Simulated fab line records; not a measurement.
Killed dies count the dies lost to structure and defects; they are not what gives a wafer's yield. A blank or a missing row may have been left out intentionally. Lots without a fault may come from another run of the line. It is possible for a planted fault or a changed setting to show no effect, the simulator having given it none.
Struck lot and sound lot, side by side :: flow nandHarc :: 15 out of 1302 route steps
Sound: these wafers, L925.1, L925.3, L925.4. Wafers L931.1, L931.2, L931.6 were the ones struck. The cause is named last.
Each step with rows lists, per side, the tool, then ch with its chambers, then its first start. Under that, the readings that differ: sound wafers :: struck wafers :: difference of the means :: sigmas: that difference in standard deviations of wafers without a fault.
alike: readings with means less than 2 such deviations apart, plus words and numbers identical on both sides. not compared: withheld readings, readings lacking a value on some wafer, bounds such as >300 that could conceal the same value, and numbers that have no deviation in the record and whose values overlap.
Wherever a step has rows on one side only, a row that says differs or no value, or a row with sigmas, the two part there. When numbers do not overlap yet have no deviation, they are printed without sigmas and do not part them. Lack of a reading on every wafer of one side parts them only where that side has two or more wafers.

first, 9 steps without rows for these wafers: NHARC_P_GATE_STRIP_63 (strips in SPM, time 900 s); NHARC_P_GATE_DEHYDRATE_83 (time 120 s); NHARC_P_GATE_HMDS_84 (time 30 s); NHARC_P_GATE_COAT_85; NHARC_P_GATE_SOFTBAKE_86 (time 95 s); NHARC_P_GATE_EBR_87; NHARC_P_GATE_EXPOSE_88 (exposes mask P HVN, target cd 2000 nm); NHARC_P_GATE_PEB_89 (peb time 85 s); NHARC_P_GATE_DEVELOP_90 (time 70 s).
NHARC_P_GATE_CD_MEAS_91: target cd 2000 nm.
  sound on cdSem-03 ch 0, day 7 08:53; struck on cdSem-01 ch 0, day 10 05:23
  alike: cdNm
then, 1 step without rows for these wafers: NHARC_P_GATE_HARDBAKE_92 (time 80 s).
NHARC_P_GATE_DESCUM_93: chemistry O2, time 3 s.
  sound on rieDiel-09 ch 0,2,3, day 7 09:02; struck on rieDiel-13 ch 0,2,3, day 10 05:35
  alike: drypumpMotorCurrentA, oesProductAu, rfVppV, showerheadPlenumPTorr, throttleValvePct
  not compared: rfHoursCounterH
NHARC_P_GATE_IMPLANT_94:
  sound on implanter-01 ch 0, day 7 11:31; struck on implanter-01 ch 0, day 10 05:42
reading: beamEnergyKeV
sound: 60.017 59.989 60.036
struck: 59.151 59.136 59.132
difference: -0.874
sigmas: -46

reading: model.implant.drpNm (nm)
sound: 29.74 29.74 29.74
struck: 29.38 29.38 29.38
difference: -0.36
sigmas: 
NHARC_P_GATE_STRIP_113: strips in N2/H2, time 740 s.
  sound on plasmaAsher-01 ch 0,1, day 7 11:51; struck on plasmaAsher-02 ch 0,1, day 10 05:55
  alike: drypumpMotorCurrentA, heaterPowerW, rfReflPowerW
  not compared: rfHoursCounterH
next, for these wafers, 1 step has no rows: NHARC_END_SORT_01.

== WHERE THEY PART ==
Only at NHARC_P_GATE_IMPLANT_94, within this record. Later steps at which nothing parts them and some readings are alike: NHARC_P_GATE_STRIP_113.

WHY: the cause the simulator had injected
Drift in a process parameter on implanter-01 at NHARC_P_GATE_IMPLANT_94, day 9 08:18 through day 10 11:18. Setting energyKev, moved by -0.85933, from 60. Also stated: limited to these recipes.
